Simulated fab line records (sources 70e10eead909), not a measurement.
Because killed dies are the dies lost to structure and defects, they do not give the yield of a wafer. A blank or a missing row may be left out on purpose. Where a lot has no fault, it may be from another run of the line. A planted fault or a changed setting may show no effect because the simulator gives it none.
Comparing a struck lot with a sound one ; flow nandHarc ; 13 steps out of a route of 1302
Sound: the wafers L470.2, L470.4, L470.5. Wafers L458.2, L458.3, L458.6 were the ones struck. The cause comes at the end.
Each step with rows lists, per side, the tool, then ch with its chambers, then its first start. Under that, the readings that differ: sound wafers ; struck wafers ; difference of the means ; sigmas: that difference in standard deviations of wafers without a fault.
alike: a reading whose means differ by less than 2 such deviations, as well as words and numbers matching on both sides. not compared: withheld readings; readings where some wafer has no value; bounds like >300 that might hide an equal value; numbers whose values overlap and for which the record gives no deviation.
A row with sigmas, a row that says differs or no value, or rows on one side alone: a step with any of these is where the two part. When numbers do not overlap yet have no deviation, they are printed without sigmas and do not part them. A reading missing from all wafers of one side parts the sides only when that side holds two or more wafers.

first, 1 step without rows for these wafers: NHARC_A_CONTACT_STRIP_27 (strips in post etch residue remover, time 600 s).
NHARC_A_CONTACT_ALD_18: deposits TiN, target thk 3 nm, pulse time 1 s, ald cycles 150.
  sound on aldMetal-01 ch 2,3, day 31 04:23; struck on aldMetal-01 ch 1,2, day 26 03:26
  alike: heaterPowerW, precursorPulseHeightRel, susceptorTempC
NHARC_A_CONTACT_CVD_19: deposits W, target thk 300 nm, time 802 s.
  sound: cvdW-01 ch 0,1; struck: cvdW-02 ch 1
  alike: heaterPowerW, mfcH2Sccm, susceptorTempC, throttleValvePct
NHARC_A_CONTACT_CMP_20: polishes, t overpolish 30 s, target thk 300 nm.
  sound on cmp-02 ch 1,2,3, day 31 05:29; struck on cmp-02 ch 0,1,2, day 26 04:32
  alike: edgeZonePressureFrac, motorCurrentA, overpolishRunS, slurryFlowMlMin, timeToEndpointS
after that, 1 step had no rows for these wafers: NHARC_A_CONTACT_SRD_22.
NHARC_A_CONTACT_INSPECT_23:
  sound on defectInspect-01 at day 31 05:53; struck on defectInspect-01 at day 26 04:56
  alike: rawDefectCount
then, 5 steps without rows for these wafers: NHARC_A_BLC_DEHYDRATE_00 (time 120 s); NHARC_A_BLC_HMDS_01 (time 30 s); NHARC_A_BLC_COAT_02 (time 75 s); NHARC_A_BLC_COAT_03 (time 65 s); NHARC_A_BLC_COAT_04 (resist thk 90 nm).
NHARC_A_BLC_SOFTBAKE_05: time 55 s.
  sound on lithoTrack-06 ch 0, day 31 05:00; struck on lithoTrack-06 ch 0, day 26 05:00
reading;sound;struck;difference;sigmas
heaterPowerTotalW (W);188.42 188.33 188.25;176.72 176.82 176.72;-11.58;-83
after that, 1 step had no rows for these wafers: NHARC_A_BLC_EBR_06.

== WHERE THEY PART ==
Only at NHARC_A_BLC_SOFTBAKE_05, as far as this record shows.

WHY: whatever the simulator had introduced
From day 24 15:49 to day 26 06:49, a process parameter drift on lithoTrack-06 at NHARC_A_BLC_SOFTBAKE_05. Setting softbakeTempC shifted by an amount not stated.
